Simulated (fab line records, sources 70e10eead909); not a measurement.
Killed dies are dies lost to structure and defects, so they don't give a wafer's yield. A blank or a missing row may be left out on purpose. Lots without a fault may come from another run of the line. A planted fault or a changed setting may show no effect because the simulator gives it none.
One fault seen from 2 desks | flow nand_harc | each desk has only its own numbers; what lay behind them comes last

THE METROLOGY DESK
What the gauges read, lot by lot, whatever tool the lot ran on: means of the sampled wafers that have a number. A lot is out of limits, marked OUT, if its mean lies more than 4 standard deviations from the usual mean; the brackets give that distance.
Columns: A = cd_nm at NHARC_A_CHANNEL_HOLE_D1_CD_MEAS_30, usual 90.8 nm
lot  | first seen here | A
L572 | day 8 17:50     | 90.1
L573 | day 9 01:37     | 90.1
L574 | day 9 23:12     | 93.3
L577 | day 10 13:14    | 92.8
L576 | day 10 18:43    | 91.6
L579 | day 11 07:41    | 90.4
L580 | day 12 03:30    | 92.1
L582 | day 13 02:55    | 90.1
L584 | day 13 20:29    | 89.8
L587 | day 14 22:28    | 90.3
L588 | day 15 20:04    | 91.0
L589 | day 16 00:17    | 89.9
L592 | day 17 15:17    | 89.8
L594 | day 17 20:23    | 90.1
This desk's finding: nothing out of limits on any of the 14 lots.

THE TOOL OWNER'S DESK: rie_si-06
The tool's own readings at NHARC_A_CHANNEL_FILL_D1_ETCHBACK_19 (etches the open film in HBr/Cl2, target depth 5 nm, time 1.7 s): means of the sampled wafers that have a number, for each lot that ran on this tool. A lot is out of limits, marked OUT, if its mean lies more than 4 standard deviations from the usual mean; the brackets give that distance.
Columns: A = drypump_motor_current_A at NHARC_A_CHANNEL_FILL_D1_ETCHBACK_19, usual 5.7 A; B = oes_product_au at NHARC_A_CHANNEL_FILL_D1_ETCHBACK_19, usual 1.003 a.u.; C = throttle_valve_pct at NHARC_A_CHANNEL_FILL_D1_ETCHBACK_19, usual 26.406 %
lot  | first seen here | A   | B                | C
L576 | day 11 20:26    | 5.9 | 1.003            | 26.404
L580 | day 13 04:03    | 5.9 | 0.828 (-18) OUT  | 26.411
L582 | day 14 04:20    | 6.0 | 0.911 (-9.5) OUT | 26.399
This desk's finding: out of limits on L580, L582; first on L580, day 13 04:03 (oes_product_au at NHARC_A_CHANNEL_FILL_D1_ETCHBACK_19). In limits: L576.

PUT TOGETHER
The tool owner's desk could have raised an alarm at day 13 04:03, on L580, L582.
The metrology desk saw nothing out of limits.
The metrology desk has L580, L582 on record, within its limits.
Of the lots named, all ran NHARC_A_CHANNEL_FILL_D1_ETCHBACK_19 on rie_si-06.

WHAT THE SIMULATOR HAD PUT IN
Process parameter drift: rie_si-06, from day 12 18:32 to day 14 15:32, at NHARC_A_CHANNEL_FILL_D1_ETCHBACK_19. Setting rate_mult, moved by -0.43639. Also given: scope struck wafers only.
Lots struck among those shown: L580, L582.
Hours from the fault's start to each desk's first reading out of limits: the tool owner's desk, 10.
